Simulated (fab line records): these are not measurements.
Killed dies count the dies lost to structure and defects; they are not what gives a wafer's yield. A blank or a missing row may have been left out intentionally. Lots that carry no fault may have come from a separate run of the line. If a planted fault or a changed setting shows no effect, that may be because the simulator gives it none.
Code-filled problem report in 8D (eight disciplines) form || flow nand_harc || the parts of the form that need people (team, actions taken, sign-off) are left out

## 1. THE ISSUE
cd_nm at NHARC_A_CHANNEL_HOLE_D2_CD_MEAS_10 reads a mean of 113.5 nm on 4 wafers of 3 lots; wafers without a fault read 100.1 nm with a standard deviation of 0.4. Relative to the usual mean, that is a shift of +34 standard deviations.
The step: target cd 100 nm.
Earliest sighting: wafer L833.1 on cd_sem-01 at day 19 21:02. The record has a number at this step for 28 wafers belonging to 10 lots. Rule for "out", or "out of limits": more than 4 standard deviations from the usual mean. Any other wafer with a number is counted as sound.

## 2. WHAT IT IS AND WHAT IT IS NOT
{"question": "which readings at this step", "is": "cd_nm", "is not": "-"}
{"question": "which lots", "is": "L833, L834, L836", "is not": "L816, L820, L821, L822, L825, L830, L839"}
{"question": "which wafers of those lots", "is": "L833.1, L833.2, L834.2, L836.1", "is not": "L833.4, L834.6, L836.5"}
{"question": "read on which gauges", "is": "cd_sem-01, cd_sem-02, cd_sem-03", "is not": "-"}
{"question": "when", "is": "from day 19 21:02", "is not": "up to then (19 sound wafers); but 5 sound wafers of L834, L836, L839 came after"}

## 3. SUSPECTS, AND WHAT RULES EACH OUT
Counting: if a tool at a process step up to the reading ran every lot that is out, it stays a suspect. Sound lots after the first of them don't rule it out here, since some wafers of a struck lot are sound.
- the gauge at NHARC_A_CHANNEL_HOLE_D2_CD_MEAS_10 has been ruled out. Those wafers that are out were read across 3 gauges (cd_sem-01, cd_sem-02, cd_sem-03).
- litho_track-04 at NHARC_A_CHANNEL_HOLE_D2_PEB_08 (peb time 65 s): kept. It processed each lot that is out (first: L833, day 19 20:58); up to then, its last sound lot is L830 (day 19 09:44).
The count leaves litho_track-04 at NHARC_A_CHANNEL_HOLE_D2_PEB_08.

## 4. THE CAUSE (what the simulator had put in)
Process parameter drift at NHARC_A_CHANNEL_HOLE_D2_PEB_08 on litho_track-04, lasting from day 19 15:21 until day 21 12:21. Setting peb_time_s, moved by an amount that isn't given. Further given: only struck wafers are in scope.
After counting, this tool was the only one left.

## 5. THE CHAIN OF EFFECTS, in route order
One row per reading whose mean, taken over the struck wafers that have a number, lies over 3 standard deviations from the usual. Only readings for which the record gives a usual standard deviation are gone through. hours: the time from each lot's start at the first step in this table that gives one to its start at this step, as a median over the lots. sigmas: the change in usual standard deviations.
{"hours": 0, "step": "NHARC_A_CHANNEL_HOLE_D2_CD_MEAS_10", "reading": "cd_nm", "usual": "100.1 nm", "on struck wafers": 113.5, "change": "+13.4", "sigmas": "+34"}
{"hours": 7, "step": "NHARC_A_CHANNEL_HOLE_D2_CD_MEAS_31", "reading": "cd_nm", "usual": "89.9 nm", "on struck wafers": 103.4, "change": "+13.5", "sigmas": "+12"}
{"hours": 7, "step": "NHARC_A_CHANNEL_HOLE_D2_XSEM_32", "reading": "bot_cd_nm", "usual": "74.3 nm", "on struck wafers": 88.0, "change": "+13.7", "sigmas": "+12"}
{"hours": 262, "step": "NHARC_END_WLT_00", "reading": "VT_DECK2_BOTTOM", "usual": 0.869, "on struck wafers": 0.910, "change": "+0.041", "sigmas": "+5.9"}
{"hours": 262, "step": "NHARC_END_WLT_00", "reading": "VT_DECK2_BOTTOM_INNER", "usual": 0.870, "on struck wafers": 0.910, "change": "+0.040", "sigmas": "+5.5"}
{"hours": 262, "step": "NHARC_END_WLT_00", "reading": "VT_DECK2_MEDIAN_NEAR_BOTTOM", "usual": 0.871, "on struck wafers": 0.910, "change": "+0.039", "sigmas": "+5.5"}
{"hours": 262, "step": "NHARC_END_WLT_00", "reading": "VT_DECK2_MEDIAN_NEAR_BOTTOM_INNER", "usual": 0.870, "on struck wafers": 0.913, "change": "+0.043", "sigmas": "+6.3"}
{"hours": 262, "step": "NHARC_END_WLT_00", "reading": "VT_DECK2_MIDDLE", "usual": 0.883, "on struck wafers": 0.918, "change": "+0.035", "sigmas": "+5.6"}
{"hours": 262, "step": "NHARC_END_WLT_00", "reading": "VT_DECK2_MIDDLE_INNER", "usual": 0.883, "on struck wafers": 0.919, "change": "+0.036", "sigmas": "+5.6"}
{"hours": 262, "step": "NHARC_END_WLT_00", "reading": "VT_DECK2_TOP", "usual": 0.894, "on struck wafers": 0.934, "change": "+0.040", "sigmas": "+5.7"}
{"hours": 262, "step": "NHARC_END_WLT_00", "reading": "VT_DECK2_TOP_INNER", "usual": 0.894, "on struck wafers": 0.928, "change": "+0.034", "sigmas": "+5.5"}
Process steps it contains:
- NHARC_A_CHANNEL_HOLE_D2_XSEM_32
At these later measuring or inspecting steps, every struck wafer for which the step has a row has a number for every such reading, and none has moved that far: NHARC_END_SORT_01.

## 6. WHAT WOULD HAVE CAUGHT IT SOONER
The first out-of-limits reading at a measuring or inspecting step in this record came at day 19 21:02, 6 hours after the fault's start at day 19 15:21.
Of the tool readings at NHARC_A_CHANNEL_HOLE_D2_PEB_08 for which the record gives a usual standard deviation, none was out on any struck wafer, so an alarm limit of 4 standard deviations on them would not have fired.
Of the lots that are out (3), L834, L836 began NHARC_A_CHANNEL_HOLE_D2_PEB_08 on litho_track-04 after day 19 21:02. A hold on the tool at that time would have spared those 2.
